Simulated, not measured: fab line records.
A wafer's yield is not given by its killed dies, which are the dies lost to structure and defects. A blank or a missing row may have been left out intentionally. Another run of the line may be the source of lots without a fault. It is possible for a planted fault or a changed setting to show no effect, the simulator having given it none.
fab line records | flow nandHarc
record: lots: 6 | wafers: 18 | lastDay: 33
route steps=1302 shown P_ZERO_WELL@7 END@1302
lots that met no fault: taken from a fault-free run of the same line
startH: start of the lot's first displayed wafer, in hours after the record's first day | waitH: hours elapsed since this lot's preceding step | " unchanged from the row above | L1.1+2: a row that stands for several wafers | - no value, or no start given | * or withheld: withheld | < > ~ a bound
route shown NAME@n: names a module that has steps shown in the file, with the first one's number in the route | usual: mean/standard deviation of fault-free wafers | same: alike in all rows | chamber/n: place in a boat | sites: per-site readings | _std_site: the standard deviation of these | _edge_site: mean of outer sites minus mean of inner sites | radiusMm: for every site, how far away it sits from the centre of the wafer | mask NAME#n: copy n | behind: tool/chamber where the wafer was last shaped | hold: what put the lot on hold/how long, in hours/how the hold closed | device: the transistor (n, p or np) that didn't switch | end of line: tests run on the same wafers once the route is complete | a step with no rows: only its recipe | killed: not the wafer's yield, but the dies lost to structure and defects at the first sort | map: dies across one wafer; x = killed, . = not, _ = none there
set.NAME: the setting that was run; set.NAME@STEP: the one run at that earlier step | model.NAME: the simulator's own value behind a step, which no gauge read
lots at some steps of the route; a table a step, a row a wafer
services: a tool's chamber out of use, with start hour (startH, from the record's first day; less than 0 if before it), hours out, and reason
== steps ==
step: NHARC_P_ZERO_WELL_COAT_64
recipe: tempC: 200 | timeS: 65
step: NHARC_P_ZERO_WELL_COAT_05
recipe: spinRpm: 2000 | resistThkNm: 600
step: NHARC_P_ZERO_WELL_SOFTBAKE_06
recipe: tempC: 125 | timeS: 70
step: NHARC_P_ZERO_WELL_EBR_07
step: NHARC_P_ZERO_WELL_EXPOSE_08
recipe: na: 0.55 | targetCdNm: 500 | doseMj: 33.8 | maskId: P_ZERO
step: NHARC_P_ZERO_WELL_PEB_09
recipe: pebTempC: 128 | pebTimeS: 80
step: NHARC_P_ZERO_WELL_DEVELOP_10
recipe: timeS: 50 | devTempC: 22
step: NHARC_P_ZERO_WELL_CD_MEAS_11
recipe: targetCdNm: 500 | landingEnergyEv: 500
usual: cdNm: 501.8/1.9
lot.wafer | tool     | chamber | startH | waitH | cdNm
L688.1    | cdSem-01 | 0       | 21.11  | -     | 499.4
L688.2    | "        | 0       | "      | "     | 501.3
L688.5    | "        | 0       | "      | "     | 503.7
L691.2    | cdSem-02 | 0       | 51.24  | -     | 500.1
L691.3    | "        | 0       | "      | "     | 501.2
L691.4    | "        | 0       | "      | "     | 503.4
L694.1    | cdSem-03 | 0       | 81.12  | -     | 498.8
L694.2    | "        | 0       | "      | "     | 503.7
L694.4    | "        | 0       | "      | "     | 501.0
L695.1    | cdSem-02 | 0       | 91.25  | -     | 501.7
L695.2    | "        | 0       | "      | "     | 503.0
L695.3    | "        | 0       | "      | "     | 505.1
L710.1    | cdSem-01 | 0       | 241.15 | -     | 503.1
L710.2    | "        | 0       | "      | "     | 505.5
L710.3    | "        | 0       | "      | "     | 500.9
L711.1    | cdSem-03 | 0       | 251.12 | -     | 505.9
L711.2    | "        | 0       | "      | "     | 500.5
L711.4    | "        | 0       | "      | "     | 505.0
step: NHARC_P_ZERO_WELL_HARDBAKE_12
recipe: tempC: 118 | timeS: 65
step: NHARC_P_ZERO_WELL_DESCUM_13
recipe: timeS: 3 | o2FlowSccm: 200 | arFlowSccm: 0 | biasPowerW: 0 | chemistry: O2
usual: drypumpMotorCurrentA: 5.6/0.45 | oesProductAu: 1.000/0.012 | rfVppV: 57.9/0.8 | showerheadPlenumPTorr: 1.92/0.066 | throttleValvePct: 11.310/0.0084
lot.wafer | tool       | chamber | startH | waitH | drypumpMotorCurrentA | oesProductAu | rfHoursCounterH | rfVppV | showerheadPlenumPTorr | throttleValvePct
L688.1    | rieDiel-09 | 2       | 23.04  | -     | 5.5                  | 0.997        | 15              | 58.4   | 2.00                  | 11.320
L688.2    | "          | 0       | "      | "     | 5.7                  | 0.979        | 18              | 58.1   | 1.92                  | 11.313
L688.5    | "          | 3       | "      | "     | 6.6                  | 1.018        | -               | 57.5   | 1.96                  | 11.305
L691.4    | rieDiel-09 | 0       | 51.40  | -     | 5.7                  | 0.989        | 27              | 57.2   | 1.91                  | 11.320
L691.3    | "          | 1       | "      | "     | 5.7                  | 0.996        | 22              | 58.7   | 1.93                  | 11.320
L691.2    | "          | 3       | "      | "     | 6.6                  | 1.015        | 28              | 58.5   | 1.95                  | 11.309
L694.2    | rieDiel-03 | 0       | 81.27  | -     | 5.3                  | 1.014        | 58              | 57.5   | 1.89                  | 11.314
L694.1    | "          | 1       | "      | "     | 6.1                  | 1.006        | 54              | 57.9   | 1.92                  | 11.326
L694.4    | "          | 3       | "      | "     | 5.6                  | 1.012        | 52              | 57.5   | 1.78                  | 11.312
L695.1    | rieDiel-08 | 3       | 91.42  | -     | 5.0                  | 1.003        | 21              | 57.9   | 1.98                  | 11.302
L695.3    | "          | 0       | "      | "     | 5.6                  | 0.991        | 21              | 58.0   | 1.98                  | 11.317
L695.2    | "          | 1       | "      | "     | 5.6                  | 1.001        | 20              | 58.2   | 2.07                  | 11.305
L710.1    | rieDiel-09 | 1       | 241.30 | -     | 5.7                  | 0.987        | 23              | 58.2   | 1.91                  | 11.297
L710.3    | "          | 3       | "      | "     | 6.6                  | 0.992        | 28              | 57.4   | 1.94                  | 11.311
L710.2    | "          | 0       | "      | "     | 5.7                  | 0.978        | 26              | 58.3   | 1.90                  | 11.297
L711.2    | rieDiel-03 | 1       | 251.28 | -     | 6.1                  | 1.012        | 41              | 57.7   | 1.90                  | 11.317
L711.4    | "          | 2       | "      | "     | 4.8                  | 0.997        | 43              | 57.2   | 1.89                  | 11.305
L711.1    | "          | 3       | "      | "     | 5.7                  | 1.021        | 47              | 58.1   | 1.76                  | 11.309
step: NHARC_P_ZERO_WELL_ETCH_65
recipe: targetDepthA: 800 | overetchA: 240 | timeS: 87.88 | ionEnergyEv: 200 | n2FlowSccm: 150 | h2FlowSccm: 150 | arFlowSccm: 0 | rfW: 400 | biasW: 150 | chemistry: N2/H2
usual: biasW: 150.0/0.42 | chamberPressureMTorr: 30.00/0.031 | drypumpMotorCurrentA: 5.6/0.46 | oesProductAu: 1.001/0.013 | rfVppV: 430.8/2.1 | showerheadPlenumPTorr: 2.05/0.075 | throttleValvePct: 14.172/0.0084
lot.wafer | tool       | chamber | startH | waitH | biasW | chamberPressureMTorr | drypumpMotorCurrentA | oesProductAu | rfHoursCounterH | rfVppV | showerheadPlenumPTorr | throttleValvePct
L688.1    | rieDiel-09 | 3       | 23.21  | 0.2   | 149.5 | 30.02                | 6.6                  | 1.007        | 20              | 431.8  | 2.09                  | 14.176
L688.2    | "          | 0       | "      | "     | 150.1 | 30.02                | 5.8                  | 0.995        | 18              | 430.5  | 2.04                  | 14.172
L688.5    | "          | 3       | "      | "     | 149.3 | 29.98                | 6.6                  | 1.017        | -               | 433.8  | 2.09                  | 14.174
L691.4    | rieDiel-09 | 0       | 51.48  | 0.1   | 150.5 | 30.02                | 5.8                  | 0.991        | 27              | 430.0  | 2.04                  | 14.166
L691.3    | "          | 2       | "      | "     | 150.1 | 30.00                | 5.5                  | 0.994        | 23              | 432.6  | 2.13                  | 14.171
L691.2    | "          | 3       | "      | "     | 149.4 | 29.94                | 6.6                  | 1.018        | 28              | 430.6  | 2.08                  | 14.172
L694.1    | rieDiel-03 | 3       | 81.36  | 0.1   | 150.5 | 29.98                | 5.6                  | 0.994        | 52              | 426.5  | 1.90                  | 14.177
L694.2    | "          | 0       | "      | "     | 150.1 | 29.97                | 5.3                  | 1.008        | 58              | 429.8  | 2.01                  | 14.185
L694.4    | "          | 2       | "      | "     | 150.1 | 30.02                | 4.8                  | 0.994        | 54              | 429.9  | 2.03                  | 14.165
L695.2    | rieDiel-08 | 0       | 91.49  | 0.1   | 149.2 | 30.01                | 5.6                  | 1.001        | 21              | 431.5  | 2.11                  | 14.164
L695.1    | "          | 2       | "      | "     | 150.6 | 30.03                | 5.7                  | 1.007        | 4               | 428.3  | 1.97                  | 14.167
L695.3    | "          | 3       | "      | "     | 150.8 | 30.01                | 5.0                  | 1.005        | 21              | 434.0  | 2.11                  | 14.167
L710.3    | rieDiel-09 | 0       | 241.45 | 0.1   | 149.7 | 30.03                | 5.7                  | 0.995        | 26              | 429.7  | 2.02                  | 14.180
L710.1    | "          | 1       | "      | "     | 150.0 | 29.99                | 5.7                  | 0.990        | 23              | 430.7  | 2.04                  | 14.161
L710.2    | "          | 2       | "      | "     | 149.3 | 29.98                | 5.5                  | 0.991        | 27              | 431.1  | 2.11                  | 14.169
L711.4    | rieDiel-03 | 1       | 251.36 | 0.1   | 150.4 | 30.03                | 6.1                  | 1.013        | 41              | 431.9  | 2.03                  | 14.174
L711.1    | "          | 2       | "      | "     | 150.2 | 29.96                | 4.8                  | 0.990        | 43              | 429.4  | 2.01                  | 14.156
L711.2    | "          | 3       | "      | "     | 150.6 | 30.01                | 5.7                  | 1.024        | 47              | 425.6  | 1.88                  | 14.175
step: NHARC_P_ZERO_WELL_ETCH_62
recipe: targetDepthA: 130 | timeS: 6.5 | chf3FlowSccm: 50 | arFlowSccm: 200 | rfW: 500 | biasW: 200 | chemistry: CHF3/Ar
usual: biasW: 200.0/0.6 | chamberPressureMTorr: 24.997/0.022 | drypumpMotorCurrentA: 5.6/0.46 | oesProductAu: 0.957/0.018 | rfVppV: 370.8/2 | showerheadPlenumPTorr: 2.35/0.081 | throttleValvePct: 20.215/0.0093
lot.wafer | tool       | chamber | startH | waitH | biasW | chamberPressureMTorr | drypumpMotorCurrentA | oesProductAu | rfHoursCounterH | rfVppV | showerheadPlenumPTorr | throttleValvePct
L688.2    | rieDiel-09 | 3       | -      | -     | 200.5 | 24.967               | 6.6                  | 0.959        | 20              | 372.7  | 2.39                  | 20.219
L688.1    | "          | 1       | "      | "     | 199.6 | 24.972               | 5.7                  | 0.920        | 14              | 370.6  | 2.37                  | 20.218
L688.5    | "          | 3       | "      | "     | 200.8 | 24.966               | 6.6                  | 0.961        | -               | 371.3  | 2.39                  | 20.205
L691.3    | rieDiel-09 | 2       | -      | -     | 201.4 | 25.017               | 5.5                  | 0.953        | 23              | 373.6  | 2.44                  | 20.214
L691.2    | "          | 3       | "      | "     | 198.7 | 25.017               | 6.6                  | 0.982        | 28              | 369.9  | 2.39                  | 20.225
L691.4    | "          | 0       | "      | "     | 199.4 | 24.998               | 5.8                  | 0.943        | 27              | 370.2  | 2.34                  | 20.224
L694.1    | rieDiel-03 | 2       | -      | -     | 200.0 | 24.992               | 4.8                  | 0.977        | 54              | 368.5  | 2.33                  | 20.219
L694.4    | "          | 3       | "      | "     | 199.6 | 24.985               | 5.7                  | 0.983        | 52              | 367.6  | 2.19                  | 20.201
L694.2    | "          | 0       | "      | "     | 199.6 | 25.003               | 5.3                  | 0.970        | 58              | 370.3  | 2.32                  | 20.245
L695.1    | rieDiel-08 | 2       | -      | -     | 200.0 | 25.000               | 5.7                  | 0.973        | 4               | 370.1  | 2.27                  | 20.210
L695.2    | "          | 3       | "      | "     | 199.7 | 24.996               | 5.0                  | 0.975        | 21              | 371.6  | 2.42                  | 20.198
L695.3    | "          | 1       | "      | "     | 200.3 | 25.008               | 5.6                  | 0.993        | 20              | 374.4  | 2.53                  | 20.225
L710.2    | rieDiel-09 | 2       | -      | -     | 200.6 | 24.966               | 5.5                  | 0.939        | 27              | 371.9  | 2.42                  | 20.209
L710.3    | "          | 3       | "      | "     | 199.6 | 24.971               | 6.6                  | 0.958        | 28              | 372.9  | 2.37                  | 20.215
L710.1    | "          | 0       | "      | "     | 199.7 | 24.949               | 5.8                  | 0.935        | 26              | 371.2  | 2.33                  | 20.234
L711.1    | rieDiel-03 | 1       | -      | -     | 200.6 | 24.980               | 6.1                  | 0.969        | 41              | 370.3  | 2.33                  | 20.210
L711.2    | "          | 2       | "      | "     | 200.0 | 25.014               | 4.8                  | 0.955        | 43              | 370.1  | 2.31                  | 20.230
L711.4    | "          | 3       | "      | "     | 200.2 | 24.999               | 5.6                  | 0.997        | 47              | 366.2  | 2.17                  | 20.225
step: NHARC_P_ZERO_WELL_ETCH_63
recipe: targetDepthA: 1200 | timeS: 40.1 | hbrFlowSccm: 150 | cl2FlowSccm: 50 | rfW: 400 | icpW: 400 | biasW: 100 | chemistry: HBr/Cl2
usual: biasW: 100.0/0.32 | chamberPressureMTorr: 15.000/0.014 | drypumpMotorCurrentA: 5.6/0.48 | oesProductAu: 1.000/0.0096 | throttleValvePct: 26.405/0.0092
lot.wafer | tool     | chamber | startH | waitH | biasW | chamberPressureMTorr | drypumpMotorCurrentA | oesProductAu | rfHoursCounterH | throttleValvePct
L688.2    | rieSi-05 | 0       | 23.52  | -     | 99.6  | 14.988               | 5.2                  | 1.000        | 0.44            | 26.402
L688.1    | "        | 1       | "      | "     | 99.8  | 14.993               | 6.5                  | 0.987        | 0.48            | 26.410
L688.5    | "        | 0       | "      | "     | 100.4 | 14.986               | 5.2                  | 1.001        | -               | 26.402
L691.2    | rieSi-05 | 3       | 51.83  | -     | 100.1 | 15.019               | 5.8                  | 0.978        | 0.49            | 26.415
L691.3    | "        | 0       | "      | "     | 99.9  | 15.005               | 5.2                  | 1.000        | 0.60            | 26.411
L691.4    | "        | 1       | "      | "     | 100.0 | 14.992               | 6.5                  | 0.997        | 0.61            | 26.395
L694.2    | rieSi-05 | 2       | 81.53  | -     | -     | -                    | -                    | -            | -               | -
L694.4    | "        | 3       | "      | "     | -     | -                    | -                    | -            | -               | -
L694.1    | "        | 1       | "      | "     | -     | -                    | -                    | -            | -               | -
L695.3    | rieSi-05 | 1       | 91.69  | -     | -     | -                    | -                    | -            | -               | -
L695.1    | "        | 2       | "      | "     | -     | -                    | -                    | -            | -               | -
L695.2    | "        | 3       | "      | "     | -     | -                    | -                    | -            | -               | -
L710.1    | rieSi-03 | 3       | 241.63 | -     | 99.8  | 14.980               | 6.4                  | 0.997        | 0.06            | 26.405
L710.2    | "        | 0       | "      | "     | 100.3 | 14.966               | 4.9                  | 1.019        | 0.06            | 26.391
L710.3    | "        | 1       | "      | "     | 100.3 | 15.012               | 5.1                  | 1.009        | 0.11            | 26.397
L711.1    | rieSi-03 | 2       | 251.55 | -     | 99.9  | 15.009               | 5.6                  | 1.027        | 0.25            | 26.426
L711.4    | "        | 3       | "      | "     | 100.4 | 15.003               | 6.4                  | 0.997        | 0.15            | 26.408
L711.2    | "        | 0       | "      | "     | 99.9  | 15.025               | 4.9                  | 1.011        | 0.12            | 26.409
step: NHARC_P_ZERO_WELL_STRIP_15
recipe: timeS: 900 | tempC: 130 | chemistry: SPM
step: NHARC_END_SORT_01
recipe: tempC: 25
usual: killedAtArray: 49/18 | killedAtOther: 0.7/1.1 | killedAtPeriphery: 4.0/2.6 | killedDies: 54/19 | killedOpen: 3.4/1.7 | killedShort: 2.5/1.7
same: grossDies: 677
lot.wafer | tool      | chamber | startH | waitH | killedAtArray | killedAtOther | killedAtPeriphery | killedDies | killedOpen | killedShort
L688.1    | prober-01 | 0       | 559.36 | 2.5   | 64            | 0             | 2                 | 66         | 3          | 6
L688.2    | prober-01 | 0       | 560.16 | 2.8   | 51            | 0             | 5                 | 56         | 5          | 4
L688.5    | prober-01 | 0       | 562.57 | 3.7   | 66            | 2             | 5                 | 73         | 1          | 1
L691.2    | prober-01 | 0       | 591.10 | 2.8   | 40            | 1             | 2                 | 43         | 3          | 3
L691.3    | prober-01 | 0       | 591.91 | 3.1   | 36            | 0             | 2                 | 38         | 4          | 2
L691.4    | prober-01 | 0       | 592.72 | 3.4   | 34            | 0             | 2                 | 36         | 2          | 2
L694.1    | prober-02 | 0       | 602.66 | 2.5   | 67            | 1             | 609               | 677        | 0          | 3
L694.2    | prober-02 | 0       | 603.46 | 2.8   | 58            | 0             | 619               | 677        | 3          | 3
L694.4    | prober-02 | 0       | 605.05 | 3.4   | 80            | 0             | 597               | 677        | 0          | 3
L695.1    | prober-02 | 0       | 630.66 | 2.5   | 53            | 1             | 623               | 677        | 6          | 3
L695.2    | prober-02 | 0       | 631.47 | 2.8   | 78            | 0             | 599               | 677        | 4          | 4
L695.3    | prober-02 | 0       | 632.28 | 3.1   | 66            | 0             | 611               | 677        | 6          | 3
killed by level:class
L688.1 A_CHANNEL_HOLE_D1:chamberFilmFlake=30 A_SLIT:chamberFilmFlake=16 A_CONTACT:chamberFilmFlake=5 A_SGD_CUT:chamberFilmFlake=3 A_CHANNEL_FILL_D2:geometricParticle:short=2 A_WL_FILL:geometricParticle:short=2 P_GATE:geometricParticle:open=1 A_CHANNEL_HOLE_D1:geometricParticle:open=1
L688.2 A_SLIT:chamberFilmFlake=18 A_CHANNEL_HOLE_D1:chamberFilmFlake=14 A_CONTACT:chamberFilmFlake=7 A_CHANNEL_HOLE_D2:chamberFilmFlake=4 A_WL_FILL:geometricParticle:open=3 P_ZERO_WELL:chamberFilmFlake=2 P_GATE:geometricParticle:short=1 P_M0:geometricParticle:open=1
L688.5 A_CHANNEL_HOLE_D1:chamberFilmFlake=33 A_SLIT:chamberFilmFlake=17 A_CONTACT:chamberFilmFlake=7 A_CHANNEL_HOLE_D2:chamberFilmFlake=5 P_ZERO_WELL:chamberFilmFlake=2 P_GATE:chamberFilmFlake=2 A_SGD_CUT:chamberFilmFlake=2 THIN_TSV:chamberFilmFlake=2
L691.2 A_SLIT:chamberFilmFlake=21 A_CHANNEL_HOLE_D2:chamberFilmFlake=6 A_STAIRCASE:chamberFilmFlake=4 A_CHANNEL_FILL_D2:chamberFilmFlake=2 P_M1:geometricParticle:short=1 A_SOURCE_PLATE:geometricParticle:short=1 A_ONON_D1:geometricParticle:open=1 A_CHANNEL_FILL_D1:geometricParticle:open=1
L691.3 A_SLIT:chamberFilmFlake=15 A_CHANNEL_HOLE_D2:chamberFilmFlake=6 A_STAIRCASE:chamberFilmFlake=3 P_CONTACT:geometricParticle:open=2 A_CHANNEL_HOLE_D1:chamberFilmFlake=2 A_CHANNEL_FILL_D1:chamberFilmFlake=2 A_CHANNEL_FILL_D2:chamberFilmFlake=2 A_SOURCE_PLATE:geometricParticle:open=1
L691.4 A_SLIT:chamberFilmFlake=19 A_CHANNEL_HOLE_D2:chamberFilmFlake=6 A_STAIRCASE:chamberFilmFlake=3 A_CHANNEL_HOLE_D1:chamberFilmFlake=2 P_CONTACT:geometricParticle:open=1 P_M0:geometricParticle:open=1 A_ONON_D2:geometricParticle:short=1 A_BLC:geometricParticle:short=1
L694.1 P_ZERO_WELL:areaEtch=606 A_CHANNEL_HOLE_D1:chamberFilmFlake=26 A_SLIT:chamberFilmFlake=22 A_CHANNEL_HOLE_D2:chamberFilmFlake=8 P_ZERO_WELL:chamberFilmFlake=3 A_CONTACT:chamberFilmFlake=3 A_CHANNEL_FILL_D1:chamberFilmFlake=3 A_STAIRCASE:chamberFilmFlake=2
L694.2 P_ZERO_WELL:areaEtch=614 A_SLIT:chamberFilmFlake=28 A_CHANNEL_HOLE_D1:chamberFilmFlake=12 A_CHANNEL_HOLE_D2:chamberFilmFlake=5 A_CONTACT:chamberFilmFlake=5 A_CHANNEL_FILL_D1:geometricParticle:short=2 P_BONDPAD:chamberFilmFlake=2 A_DECK1_JOINT:chamberFilmFlake=2
L694.4 P_ZERO_WELL:areaEtch=595 A_CHANNEL_HOLE_D1:chamberFilmFlake=35 A_SLIT:chamberFilmFlake=31 A_CHANNEL_HOLE_D2:chamberFilmFlake=7 A_CHANNEL_FILL_D2:geometricParticle:short=2 A_STAIRCASE:chamberFilmFlake=2 A_CHANNEL_FILL_D1:geometricParticle:short=1 P_STI:chamberFilmFlake=1
L695.1 P_ZERO_WELL:areaEtch=622 A_SLIT:chamberFilmFlake=24 A_CHANNEL_HOLE_D1:chamberFilmFlake=11 A_CHANNEL_HOLE_D2:chamberFilmFlake=7 A_SOURCE_PLATE:geometricParticle:open=2 A_CONTACT:chamberFilmFlake=2 P_M1:geometricParticle:open=1 A_ONON_D2:geometricParticle:open=1
L695.2 P_ZERO_WELL:areaEtch=597 A_CHANNEL_HOLE_D2:chamberFilmFlake=28 A_CHANNEL_HOLE_D1:chamberFilmFlake=22 A_SLIT:chamberFilmFlake=19 A_CONTACT:chamberFilmFlake=2 P_CONTACT:geometricParticle:open=1 P_M0:geometricParticle:open=1 A_ONON_D1:geometricParticle:short=1
L695.3 P_ZERO_WELL:areaEtch=607 A_CHANNEL_HOLE_D1:chamberFilmFlake=26 A_SLIT:chamberFilmFlake=15 A_CHANNEL_HOLE_D2:chamberFilmFlake=12 A_STAIRCASE:chamberFilmFlake=4 P_CONTACT:geometricParticle:open=2 A_CHANNEL_FILL_D2:chamberFilmFlake=2 P_STI:geometricParticle:short=1
map L694.1 (x killed, . not)
____________x____________
_________xxxxxxx_________
_______xxxxxxxxxxx_______
______xxxxxxxxxxxxx______
_____xxxxxxxxxxxxxxx_____
____xxxxxxxxxxxxxxxxx____
____xxxxxxxxxxxxxxxxx____
___xxxxxxxxxxxxxxxxxxx___
___xxxxxxxxxxxxxxxxxxx___
__xxxxxxxxxxxxxxxxxxxxx__
__xxxxxxxxxxxxxxxxxxxxx__
_xxxxxxxxxxxxxxxxxxxxxxx_
_xxxxxxxxxxxxxxxxxxxxxxx_
_xxxxxxxxxxxxxxxxxxxxxxx_
_xxxxxxxxxxxxxxxxxxxxxxx_
_xxxxxxxxxxxxxxxxxxxxxxx_
xxxxxxxxxxxxxxxxxxxxxxxxx
xxxxxxxxxxxxxxxxxxxxxxxxx
xxxxxxxxxxxxxxxxxxxxxxxxx
xxxxxxxxxxxxxxxxxxxxxxxxx
xxxxxxxxxxxxxxxxxxxxxxxxx
_xxxxxxxxxxxxxxxxxxxxxxx_
_xxxxxxxxxxxxxxxxxxxxxxx_
_xxxxxxxxxxxxxxxxxxxxxxx_
_xxxxxxxxxxxxxxxxxxxxxxx_
_xxxxxxxxxxxxxxxxxxxxxxx_
__xxxxxxxxxxxxxxxxxxxxx__
__xxxxxxxxxxxxxxxxxxxxx__
___xxxxxxxxxxxxxxxxxxx___
___xxxxxxxxxxxxxxxxxxx___
____xxxxxxxxxxxxxxxxx____
____xxxxxxxxxxxxxxxxx____
_____xxxxxxxxxxxxxxx_____
______xxxxxxxxxxxxx______
_______xxxxxxxxxxx_______
_________xxxxxxx_________
____________x____________
map L695.1 (x killed, . not)
____________x____________
_________xxxxxxx_________
_______xxxxxxxxxxx_______
______xxxxxxxxxxxxx______
_____xxxxxxxxxxxxxxx_____
____xxxxxxxxxxxxxxxxx____
____xxxxxxxxxxxxxxxxx____
___xxxxxxxxxxxxxxxxxxx___
___xxxxxxxxxxxxxxxxxxx___
__xxxxxxxxxxxxxxxxxxxxx__
__xxxxxxxxxxxxxxxxxxxxx__
_xxxxxxxxxxxxxxxxxxxxxxx_
_xxxxxxxxxxxxxxxxxxxxxxx_
_xxxxxxxxxxxxxxxxxxxxxxx_
_xxxxxxxxxxxxxxxxxxxxxxx_
_xxxxxxxxxxxxxxxxxxxxxxx_
xxxxxxxxxxxxxxxxxxxxxxxxx
xxxxxxxxxxxxxxxxxxxxxxxxx
xxxxxxxxxxxxxxxxxxxxxxxxx
xxxxxxxxxxxxxxxxxxxxxxxxx
xxxxxxxxxxxxxxxxxxxxxxxxx
_xxxxxxxxxxxxxxxxxxxxxxx_
_xxxxxxxxxxxxxxxxxxxxxxx_
_xxxxxxxxxxxxxxxxxxxxxxx_
_xxxxxxxxxxxxxxxxxxxxxxx_
_xxxxxxxxxxxxxxxxxxxxxxx_
__xxxxxxxxxxxxxxxxxxxxx__
__xxxxxxxxxxxxxxxxxxxxx__
___xxxxxxxxxxxxxxxxxxx___
___xxxxxxxxxxxxxxxxxxx___
____xxxxxxxxxxxxxxxxx____
____xxxxxxxxxxxxxxxxx____
_____xxxxxxxxxxxxxxx_____
______xxxxxxxxxxxxx______
_______xxxxxxxxxxx_______
_________xxxxxxx_________
____________x____________
== services ==
tool       | chamber | startH | hours | kind
rieDiel-09 | 0       | 0.92   | -     | clean
rieDiel-09 | 1       | 0.92   | -     | clean
rieDiel-09 | 2       | 0.92   | -     | clean
rieDiel-09 | 3       | 0.92   | -     | clean
rieDiel-08 | -       | 14.14  | 9.0   | pm
rieDiel-09 | 0       | 25.42  | -     | clean
rieDiel-09 | 1       | 25.42  | -     | clean
rieSi-03   | -       | 44.00  | 9.0   | pm
rieSi-03   | -       | 55.42  | 28.9  | repair
rieDiel-03 | 1       | 99.38  | 11.3  | repair
rieDiel-03 | -       | 104.56 | 9.0   | pm
rieDiel-03 | 2       | 120.30 | 5.3   | repair
rieSi-03   | 3       | 121.98 | 7.5   | repair
rieSi-05   | -       | 128.00 | 9.0   | pm
rieSi-03   | 0       | 144.21 | 1.9   | repair
rieDiel-09 | -       | 144.42 | 9.0   | pm
rieDiel-03 | 2       | 158.83 | 4.5   | repair
rieDiel-08 | 1       | 167.67 | 7.6   | repair
rieDiel-08 | -       | 183.59 | 1.6   | repair
rieDiel-08 | -       | 191.20 | 9.0   | pm
rieDiel-03 | 1       | 192.97 | 16.2  | repair
rieSi-03   | -       | 221.00 | 9.0   | pm
rieDiel-09 | 1       | 225.39 | 4.6   | repair
rieDiel-09 | -       | 239.67 | 0.2   | repair
== key ==
firstSign: step: NHARC_P_ZERO_WELL_ETCH_63 | reading: toolRecord | direction: missing
effect: step: NHARC_END_SORT_01 | reading: killedAtPeriphery | direction: up | sigmas: 99+ | usual: 4.0 | struck: 609.7
moreKillsBornAt: NHARC_P_ZERO_WELL_ETCH_63@rieSi-05: 3641
metAt NHARC_P_ZERO_WELL_ETCH_63
struckWafers L694.1,L694.2,L694.4,L695.1,L695.2,L695.3
laterRowsLeftOut L694.1,L694.2,L694.4,L695.1,L695.2,L695.3
testerLeftOut L694,L695
onsetBetween 51.83 81.53
fault: kind: skippedStepWhole | tool: rieSi-05 | chamber: - | onsetH: 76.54 | steps: NHARC_P_ZERO_WELL_ETCH_63 | scope: struckLotsOnly
testerLeftOut: of these lots the tester's yield and bins aren't shown, on N5 and GAA mostly nor the transistor test; their killed dies are dies lost to structure and defects alone, not to doping, threshold or leakage, so they don't give the yield
laterRowsLeftOut: the simulator's readings of these wafers behind a module that went badly wrong aren't trusted and aren't shown, but for the sort
